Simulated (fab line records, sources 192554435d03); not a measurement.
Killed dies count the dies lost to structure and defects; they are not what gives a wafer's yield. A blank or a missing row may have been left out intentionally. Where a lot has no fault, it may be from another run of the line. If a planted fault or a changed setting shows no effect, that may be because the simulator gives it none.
Which tool did it?    flow n5_finfet    11 lots, 32 wafers sampled, at 5 steps of a route of 1938

== WHAT THE GAUGES SHOWED, per wafer ==
N5_BEOL_M4_RC_MEAS_101.
lot   measured      on         DIBL_N (mV/V)   DIBL_P (mV/V)   IOFF_N (nA/um)  IOFF_P (nA/um)  ION_N (uA/um)  ION_P (uA/um)  SS_N (mV/dec)   SS_P (mV/dec)   VT_N (mV)    VT_N_LVT (mV)  VT_P (mV)       VT_P_LONG (mV)
L570  day 8 07:31   prober-01  35.3 38.5 36.4  35.4 38.8 37.1  0.15 0.21 0.16  0.19 0.24 0.23  674 687 674    457 461 465    71.6 72.6 71.7  73.0 73.6 73.4  249 245 250  100 95 98      -251 -249 -247  -275.2 -277.3 -273.2
L571  day 8 18:02   prober-02  34.3 35.6 35.1  33.2 35.8 33.9  0.11 0.13 0.12  0.15 0.19 0.16  661 663 661    454 458 460    71.0 70.2 71.0  72.4 73.4 72.8  254 251 254  102 100 101    -255 -254 -254  -277.9 -275.6 -278.3
L572  day 8 12:54   prober-02  34.4 36.0 36.2  35.0 36.9 36.9  0.13 0.16 0.16  0.17 0.21 0.20  658 686 670    451 467 457    70.6 71.6 71.4  73.4 73.6 73.9  253 250 250  99 97 97       -252 -251 -253  -276.9 -275.6 -278.0
L574  day 9 10:52   prober-01  39.2 37.8 38.8  40.4 38.3 38.2  0.20 0.17 0.19  0.27 0.25 0.24  688 676 675    470 465 461    71.9 71.4 72.3  74.5 74.2 73.5  246 248 252  96 99 99       -246 -245 -248  -273.1 -272.5 -277.1
L576  day 9 23:06   prober-01  37.1 35.8 37.0  35.6 34.7 35.9  0.18 0.14 0.17  0.23 0.21 0.24  691 671 683    465 461 471    72.0 71.1 72.0  73.1 73.3 73.2  247 250 247  95 98 95       -249 -247 -245  -269.1 -273.0 -271.0
L578  day 10 17:59  prober-02  36.4 36.4       35.5 36.1       0.14 0.15       0.18 0.21       667 668        453 454        70.6 70.6       73.6 73.7       251 251      101 98         -253 -251       -277.8 -277.0
L579  day 10 18:57  prober-01  35.4 35.0 35.7  36.1 35.7 36.6  0.14 0.14 0.14  0.17 0.17 0.18  667 676 664    452 460 452    71.0 71.0 71.4  73.5 72.2 73.3  253 251 254  101 98 100     -256 -255 -255  -281.9 -279.5 -280.1
L581  day 11 10:46  prober-01  36.6 36.2 33.7  36.1 34.7 32.1  0.16 0.15 0.12  0.22 0.19 0.16  667 665 658    463 457 448    71.8 71.3 70.5  73.7 72.7 72.8  249 253 252  96 98 98       -248 -249 -251  -276.9 -274.4 -277.0
L582  day 11 15:33  prober-01  37.8 34.7 35.8  38.7 34.4 36.0  0.20 0.13 0.15  0.28 0.20 0.23  680 676 672    468 463 462    71.4 71.5 71.4  73.7 73.3 73.7  248 253 249  97 103 102     -247 -250 -250  -273.3 -273.4 -273.3
L589  day 13 07:11  prober-02  36.7 38.3 38.4  35.6 38.1 36.5  0.17 0.20 0.20  0.15 0.18 0.16  673 676 682    453 452 448    71.4 71.7 71.6  73.2 73.6 73.6  251 245 247  85 81 81       -258 -259 -258  -282.7 -285.1 -281.7
L586  day 14 08:28  prober-01  37.4 36.5 38.6  36.7 33.7 36.7  0.19 0.18 0.21  0.16 0.12 0.16  678 693 676    446 453 444    72.0 71.3 71.7  73.4 72.6 73.4  248 246 244  82 81 83       -257 -262 -260  -288.3 -285.2 -288.1

== EACH LOT AND THE TOOL THAT RAN IT (in order: tool; ch and the chambers of the sampled wafers; start) ==
lot   N5_HKMG_FIN_RTA_80               N5_BEOL_M4_ANNEAL_91          N5_BEOL_M4_ANNEAL_93          N5_BEOL_M4_CO_CAP_55
L570  rtp_anneal-01 ch 0, day 4 08:06  pvd_sputter-01, day 8 05:41   pvd_sputter-01, day 8 05:54   cvd_co-02 ch 1,2, day 8 07:08
L571  rtp_anneal-02 ch 0, day 4 12:52  pvd_sputter-03, day 8 16:20   pvd_sputter-03, day 8 16:34   cvd_co-02 ch 0,2, day 8 17:48
L572  rtp_anneal-01 ch 0, day 4 20:10  pvd_sputter-01, day 8 11:13   pvd_sputter-01, day 8 11:26   cvd_co-02 ch 0,1, day 8 12:40
L574  rtp_anneal-02 ch 0, day 5 06:40  pvd_sputter-02, day 9 09:08   pvd_sputter-02, day 9 09:22   cvd_co-01 ch 0,1, day 9 10:35
L576  rtp_anneal-02 ch 0, day 5 20:19  pvd_sputter-01, day 9 21:23   pvd_sputter-01, day 9 21:37   cvd_co-02 ch 0,1,2, day 9 22:50
L578  rtp_anneal-02 ch 0, day 6 10:56  pvd_sputter-01, day 10 15:50  pvd_sputter-01, day 10 16:04  cvd_co-01 ch 0,1, day 10 17:19
L579  rtp_anneal-02 ch 0, day 6 16:17  pvd_sputter-03, day 10 17:11  pvd_sputter-03, day 10 17:24  cvd_co-02 ch 0,2, day 10 18:43
L581  rtp_anneal-02 ch 0, day 7 04:25  pvd_sputter-02, day 11 09:05  pvd_sputter-02, day 11 09:18  cvd_co-01 ch 0,2, day 11 10:32
L582  rtp_anneal-01 ch 0, day 7 11:03  pvd_sputter-01, day 11 13:52  pvd_sputter-01, day 11 14:05  cvd_co-02 ch 0,1,2, day 11 15:19
L589  rtp_anneal-02 ch 0, day 9 01:23  pvd_sputter-03, day 13 05:21  pvd_sputter-03, day 13 05:34  cvd_co-01 ch 0,1, day 13 06:48
L586  rtp_anneal-02 ch 0, day 9 22:50  pvd_sputter-01, day 14 06:10  pvd_sputter-01, day 14 06:23  cvd_co-01 ch 1,2, day 14 07:55
- N5_HKMG_FIN_RTA_80: time 2 s.
- N5_BEOL_M4_ANNEAL_91: time 240 s.
- N5_BEOL_M4_ANNEAL_93: time 240 s.
- N5_BEOL_M4_CO_CAP_55: material Co, precursor CCTBA/H2, target thk 2 nm, time 102.1 s.

== AS READ BY THE TOOLS THEMSELVES (means over the sampled wafers that have a number; for cases with no such wafer, the mark the record gives instead) ==
N5_BEOL_M4_ANNEAL_91.
lot   tool            heater_power_w (W)
L570  pvd_sputter-01  823
L571  pvd_sputter-03  755
L572  pvd_sputter-01  831
L574  pvd_sputter-02  842
L576  pvd_sputter-01  839
L578  pvd_sputter-01  746
L579  pvd_sputter-03  823
L581  pvd_sputter-02  751
L582  pvd_sputter-01  841
L589  pvd_sputter-03  765
L586  pvd_sputter-01  839

N5_BEOL_M4_ANNEAL_93.
lot   tool            heater_power_w (W)
L570  pvd_sputter-01  824
L571  pvd_sputter-03  758
L572  pvd_sputter-01  811
L574  pvd_sputter-02  850
L576  pvd_sputter-01  845
L578  pvd_sputter-01  762
L579  pvd_sputter-03  837
L581  pvd_sputter-02  753
L582  pvd_sputter-01  841
L589  pvd_sputter-03  751
L586  pvd_sputter-01  830

N5_BEOL_M4_CO_CAP_55.
lot   tool       heater_power_w (W)
L570  cvd_co-02  254
L571  cvd_co-02  251
L572  cvd_co-02  246
L574  cvd_co-01  266
L576  cvd_co-02  248
L578  cvd_co-01  270
L579  cvd_co-02  252
L581  cvd_co-01  249
L582  cvd_co-02  252
L589  cvd_co-01  268
L586  cvd_co-01  261

== THE ANSWER, worked out from the rows above alone ==
Rule: usual is defined by the lots themselves. The widest of any qualifying gaps counts: lots, ordered by their means at a reading, are off when they make up no more than a third of the lots, leave a main group of 4 or more, and stand apart from it by 3 or more times the standard deviation of that group's means. A main group whose means are all the same, to the digits that the tables above print for the reading, isn't used. A lot without any number at a reading at which 4 lots or more have one is off too. Any other lot the step has rows for is counted as sound. After the gauges, taken in route order, come the tools' own readings; for these a lot's mean is taken, as printed above. The first step at which some lot is off is used, and at that step the reading that is off furthest; a lot without a number counts as furthest.
Off: L589, L586, at N5_BEOL_M4_RC_MEAS_101 (VT_N_LVT). The main group: mean 99 mV, standard deviation 1.6.
If a tool, at a process step before that reading, ran all the lots that are off and no sound lot after the first of them, it fits. The gauges at N5_BEOL_M4_RC_MEAS_101 are tried like those tools. Can't be told from this: 2 tools fit, rtp_anneal-02 at N5_HKMG_FIN_RTA_80, cvd_co-01 at N5_BEOL_M4_CO_CAP_55.

== WHAT THE SIMULATOR HAD PUT IN ==
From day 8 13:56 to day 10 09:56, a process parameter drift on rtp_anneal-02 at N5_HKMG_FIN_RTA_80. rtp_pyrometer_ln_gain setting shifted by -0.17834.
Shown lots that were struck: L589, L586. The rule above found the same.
